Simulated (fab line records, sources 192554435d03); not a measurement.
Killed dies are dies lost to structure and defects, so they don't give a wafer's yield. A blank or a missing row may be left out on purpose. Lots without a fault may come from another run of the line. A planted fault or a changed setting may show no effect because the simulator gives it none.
Chamber matching | flow n5_finfet | N5_BEOL_M2_ETCH_77 on rie_diel-01: 4 sister chambers
The step etches underlayer in N2/H2, target depth 6.5 nm, time 5.2 s. 24 wafers are shown with their chamber, then 12 later ones without.

WAFERS WITH THEIR CHAMBER
wafer  | chamber | drypump_motor_current_A (A) | showerhead_plenum_p_Torr (Torr) | throttle_valve_pct (%)
L075.2 | 1       | 6.2                         | 2.59                            | 18.03
L075.5 | 0       | 5.9                         | 2.44                            | 17.82
L075.6 | 3       | 6.7                         | 2.60                            | 17.96
L077.1 | 2       | 5.6                         | 2.47                            | 18.06
L077.2 | 3       | 6.7                         | 2.60                            | 17.98
L077.3 | 0       | 5.9                         | 2.44                            | 17.82
L077.4 | 1       | 6.2                         | 2.59                            | 18.02
L077.5 | 2       | 5.6                         | 2.47                            | 18.05
L077.6 | 1       | 6.2                         | 2.59                            | 18.02
L079.1 | 0       | 5.9                         | 2.44                            | 17.82
L079.3 | 2       | 5.6                         | 2.47                            | 18.09
L079.4 | 1       | 6.2                         | 2.59                            | 18.03
L081.1 | 1       | 6.2                         | 2.59                            | 18.05
L081.3 | 3       | 6.6                         | 2.60                            | 17.98
L081.4 | 0       | 5.9                         | 2.43                            | 17.86
L082.2 | 1       | 6.2                         | 2.59                            | 18.06
L082.4 | 2       | 5.6                         | 2.46                            | 18.08
L082.5 | 2       | 5.6                         | 2.46                            | 18.10
L086.1 | 1       | 6.2                         | 2.58                            | 18.08
L086.3 | 0       | 5.9                         | 2.43                            | 17.87
L086.5 | 3       | 6.7                         | 2.59                            | 18.01
L087.1 | 2       | 5.6                         | 2.46                            | 18.11
L087.2 | 1       | 6.2                         | 2.58                            | 18.10
L087.3 | 3       | 6.7                         | 2.59                            | 18.00

SIGNATURES (means of the wafers above)
reading                  | chamber 0 | chamber 1 | chamber 2 | chamber 3 | scatter within a chamber
drypump_motor_current_A  | 5.900     | 6.200     | 5.600     | 6.680     | 0.02
showerhead_plenum_p_Torr | 2.4360    | 2.5875    | 2.4650    | 2.5960    | 0.0052
throttle_valve_pct       | 17.8380   | 18.0487   | 18.0817   | 17.9860   | 0.0253
Rule: a wafer's distance from a chamber is the root of the sum, over the readings, of the square of ((its reading less the chamber's mean) divided by the reading's scatter). The wafer belongs to the nearest chamber; if the next one is less than 2 further off, it can't be placed. The scatter: the root of (the sum of the squares of (reading less its chamber's mean) over the shown wafers, divided by (wafers less chambers)).

WAFERS WITHOUT THEIR CHAMBER
wafer  | drypump_motor_current_A (A) | showerhead_plenum_p_Torr (Torr) | throttle_valve_pct (%)
L087.4 | 5.9                         | 2.43                            | 17.89
L087.5 | 6.7                         | 2.59                            | 18.05
L087.6 | 5.6                         | 2.46                            | 18.11
L092.1 | 5.6                         | 2.45                            | 18.15
L092.2 | 6.2                         | 2.57                            | 18.08
L092.3 | 5.9                         | 2.42                            | 17.90
L092.4 | 6.2                         | 2.57                            | 18.12
L092.5 | 5.9                         | 2.42                            | 17.89
L092.6 | 5.6                         | 2.45                            | 18.12
L093.3 | 5.9                         | 2.42                            | 17.90
L093.5 | 6.2                         | 2.57                            | 18.09
L093.6 | 5.6                         | 2.45                            | 18.12

WHICH CHAMBER EACH WENT THROUGH
wafer  | from the rows above | in truth
L087.4 | 0                   | 0
L087.5 | 3                   | 3
L087.6 | 2                   | 2
L092.1 | 2                   | 2
L092.2 | 1                   | 1
L092.3 | 0                   | 0
L092.4 | 1                   | 1
L092.5 | 0                   | 0
L092.6 | 2                   | 2
L093.3 | 0                   | 0
L093.5 | 1                   | 1
L093.6 | 2                   | 2
Placed correctly: 12 of 12. Can't be placed from these rows: 0. Placed wrongly: 0.
